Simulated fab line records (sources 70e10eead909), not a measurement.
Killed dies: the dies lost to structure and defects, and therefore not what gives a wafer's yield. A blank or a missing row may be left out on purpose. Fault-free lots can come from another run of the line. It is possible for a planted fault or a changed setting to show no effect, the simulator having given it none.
A struck lot beside a sound one + flow nand_harc + 15 out of 1159 route steps
Sound: the wafers L266.1, L266.3, L266.4. Struck: wafer L263.3 (L263.1, L263.2, from the same lot, were not struck and are left out); the cause is given at the end.
Order at every step that has rows: each side's tool, ch and its chambers, its first start. Under that, the readings that differ: sound wafers + struck wafers + difference of the means + sigmas: that difference in standard deviations of wafers without a fault.
alike: a reading whose means differ by less than 2 such deviations, as well as words and numbers matching on both sides. not compared: withheld readings; readings where some wafer has no value; bounds like >300 that might hide an equal value; numbers whose values overlap and for which the record gives no deviation.
A row with sigmas, a row that says differs or no value, or rows on one side alone: a step with any of these is where the two part. Numbers that don't overlap but have no deviation are shown without sigmas and don't part them. Lack of a reading on every wafer of one side parts them only where that side has two or more wafers.

first, 8 steps without rows for these wafers: NHARC_P_CONTACT_COAT_33 (time 75 s); NHARC_P_CONTACT_COAT_34 (time 65 s); NHARC_P_CONTACT_COAT_06 (resist thk 90 nm); NHARC_P_CONTACT_SOFTBAKE_07 (time 55 s); NHARC_P_CONTACT_EBR_08; NHARC_P_CONTACT_EXPOSE_09 (exposes mask P CA, target cd 90 nm); NHARC_P_CONTACT_PEB_10 (peb time 65 s); NHARC_P_CONTACT_DEVELOP_11 (develop time 35 s).
NHARC_P_CONTACT_CD_MEAS_12: target cd 90 nm.
  sound on cd_sem-01 ch 0, day 8 22:42; struck on cd_sem-02 ch 0, day 8 21:50
  alike: cd_nm
NHARC_P_CONTACT_OVL_MEAS_13:
  sound: overlay-02 at day 8 22:47; struck: overlay-01 at day 8 21:55
  alike: overlay_x_nm, overlay_y_nm
NHARC_P_CONTACT_INSPECT_14:
  sound: defect_inspect-01 at day 8 22:49; struck: defect_inspect-02 at day 8 21:58
  alike: raw_defect_count
NHARC_P_CONTACT_DESCUM_17: chemistry O2, time 3 s.
  sound on rie_diel-06 ch 0,2,3, day 8 22:53; struck on rie_diel-08 ch 1, day 8 22:01
| reading               | sound             | struck | difference | sigmas |
|-----------------------|-------------------|--------|------------|--------|
| oes_product_au (a.u.) | 0.997 0.994 1.001 | 1.012  | +0.015     | +2     |
  alike: drypump_motor_current_A, rf_vpp_V, showerhead_plenum_p_Torr, throttle_valve_pct
  not compared: rf_hours_counter_h
NHARC_P_CONTACT_ETCH_35: etches the open film in CF4, target depth 39 nm, time 65 s.
  sound on rie_diel-06 ch 0,2,3, day 8 22:59; struck on rie_diel-08 ch 1, day 8 22:06
| reading               | sound             | struck | difference | sigmas |
|-----------------------|-------------------|--------|------------|--------|
| oes_product_au (a.u.) | 1.007 1.003 0.996 | 0.808  | -0.194     | -26    |
  alike: drypump_motor_current_A, rf_vpp_V, showerhead_plenum_p_Torr, throttle_valve_pct
  not compared: rf_hours_counter_h
NHARC_P_CONTACT_ETCH_36: etches the open film in N2/H2, target depth 260 nm, time 406.25 s.
  sound on rie_diel-06 ch 0,2,3; struck on rie_diel-08 ch 3
| reading             | sound             | struck | difference | sigmas |
|---------------------|-------------------|--------|------------|--------|
| n2_flow_sccm (sccm) | 150.1 150.0 149.9 | 150.9  | +0.9       | +2     |
  alike: drypump_motor_current_A, oes_product_au, rf_vpp_V, showerhead_plenum_p_Torr, throttle_valve_pct
  not compared: rf_hours_counter_h
-- record jumps: 16 days between struck wafers' starts before vs after; left off in module P_CONTACT, resumes in module END, first step shown is number 1159 of the route --
NHARC_END_SORT_01:
  sound on prober-02 ch 0, day 24 04:52; struck on prober-01 ch 0, day 24 22:05
| reading             | sound    | struck | difference | sigmas      |
|---------------------|----------|--------|------------|-------------|
| killed_at_periphery | 5 2 0    | 615    | +613       | +99 or more |
| killed_dies         | 38 32 35 | 647    | +612       | +56         |
  alike: killed_at_array, killed_at_other, killed_open, killed_short

WHERE THEY PART
First at NHARC_P_CONTACT_DESCUM_17; last, within this record, at NHARC_END_SORT_01.

WHY: the cause the simulator had injected
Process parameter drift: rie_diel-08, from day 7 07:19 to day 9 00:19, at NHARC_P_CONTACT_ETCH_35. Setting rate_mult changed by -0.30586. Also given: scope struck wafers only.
